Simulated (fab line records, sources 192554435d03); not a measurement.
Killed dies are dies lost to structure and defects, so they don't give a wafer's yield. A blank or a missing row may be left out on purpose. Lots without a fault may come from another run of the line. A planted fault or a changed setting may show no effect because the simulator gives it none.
Split-lot experiment | flow n5_finfet | 7 lots, 21 wafers read, on a route of 1938 steps

THE SPLIT
At N5_BEOL_M7_ILD_DEP_00 (deposits SiCOH lowk from DEMS/porogen, target thk 179.75 nm, time 33.4 s), the setting time_s was moved away from the recipe's 33.4 s on 7 of the 21 wafers read, by -14.7% to -10.3%. The other wafers ran this setting at the recipe's value.

FROM THE SPLIT TO THE READING: what the file shows between them, 1 step
- N5_BEOL_M7_CURE_74: cures SiCOH lowk, time 240 s

THE READING
M7_ILD_THK, in nm, at N5_BEOL_M7_THK_MEAS_01. Fault-free wafers of this fab line usually give 155.2 nm, standard deviation 1.7 nm.

wafer  | tool, chamber at the split | time_s as run, s | against the recipe | M7_ILD_THK, nm | against lot-mates on the recipe
L079.3 | pecvd-04, 1                | 28.88            | -13.5%             | 132.4          | -21.6
L079.4 | pecvd-04, 1                | 28.88            | -13.5%             | 134.5          | -19.5
L079.6 | pecvd-04, 0                | 33.4             | recipe             | 154.0          | -
L085.1 | pecvd-04, 1                | 33.4             | recipe             | 154.5          | -
L085.4 | pecvd-04, 0                | 33.4             | recipe             | 157.1          | -
L085.5 | pecvd-04, 2                | 33.4             | recipe             | 155.9          | -
L089.3 | pecvd-04, 2                | 33.4             | recipe             | 150.4          | -
L089.5 | pecvd-04, 1                | 33.4             | recipe             | 154.7          | -
L089.6 | pecvd-04, 0                | 33.4             | recipe             | 155.8          | -
L087.2 | pecvd-04, 2                | 33.4             | recipe             | 153.9          | -
L087.3 | pecvd-04, 0                | 33.4             | recipe             | 154.0          | -
L087.5 | pecvd-04, 0                | 33.4             | recipe             | 156.8          | -
L090.2 | pecvd-01, 2                | 29.96            | -10.3%             | 140.9          | no lot-mate on the recipe
L090.5 | pecvd-01, 2                | 29.96            | -10.3%             | 141.3          | no lot-mate on the recipe
L090.6 | pecvd-01, 1                | 29.96            | -10.3%             | 140.3          | no lot-mate on the recipe
L094.1 | pecvd-02, 2                | 33.4             | recipe             | 155.3          | -
L094.4 | pecvd-02, 0                | 28.49            | -14.7%             | 133.3          | -22.0
L094.6 | pecvd-02, 2                | 28.49            | -14.7%             | 134.2          | -21.1
L097.2 | pecvd-04, 0                | 33.4             | recipe             | 154.7          | -
L097.3 | pecvd-04, 2                | 33.4             | recipe             | 152.4          | -
L097.6 | pecvd-04, 2                | 33.4             | recipe             | 155.0          | -

THE FIT
A straight line over all 21 wafers: M7_ILD_THK changes by +1.45 nm for each +1% of time_s; r = +0.98; the points scatter about the line by 1.6 nm.
The same after taking each lot's own level away (the mean of its wafers on the recipe; 18 wafers): +1.49 nm for each +1%; r = +0.99; scatter 1.4 nm.
On that fit, the largest move of time_s shifts the reading by 22 nm.
The lots' own levels span 153.63 to 155.83 nm, that is 1.3 times the standard deviation above.
So the lot-to-lot level changes the slope little: the two slopes agree.
Check: with one of the wafers moved furthest among these (-14.7%) left out of the fit, the line predicts -21.9 nm for it against its lot-mates. It came out at -22 nm against them.

OTHER SPLITS ON THESE WAFERS
These wafers also went through other splits before the reading. Each is held against what the fit with the lots' levels taken away leaves over:
other split on the same wafers | wafers away from the commonest value | r with M7_ILD_THK (lot level and that fit taken away)
N5_BEOL_M6_EXPOSE_08 dose_mj   | 7                                    | -0.15

THE WHOLE CHAIN: every reading that the file lists as answering this split, in the file's order
step                   | what it does                                                             | reading                                                                                  | change (the file's fit)              | r (the file's)
N5_BEOL_M7_ILD_DEP_00  | deposits SiCOH lowk from DEMS/porogen, target thk 179.75 nm, time 33.4 s | SiCOH_lowk_of_BEOL_M7_ILD_DEP_00.thk_nm (the simulator's own value, which no gauge read) | +1.71 nm for each +1% of the setting | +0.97
N5_BEOL_M7_CURE_74     | cures SiCOH lowk, time 240 s                                             | SiCOH_lowk_of_BEOL_M7_ILD_DEP_00.thk_nm (the simulator's own value, which no gauge read) | +1.48 nm for each +1% of the setting | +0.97
N5_BEOL_M7_THK_MEAS_01 |                                                                          | M7_ILD_THK                                                                               | +1.49 for each +1% of the setting    | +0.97

THE FILE'S OWN FIT
M7_ILD_THK changes by +1.49 nm for each +1% of time_s, r = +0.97.
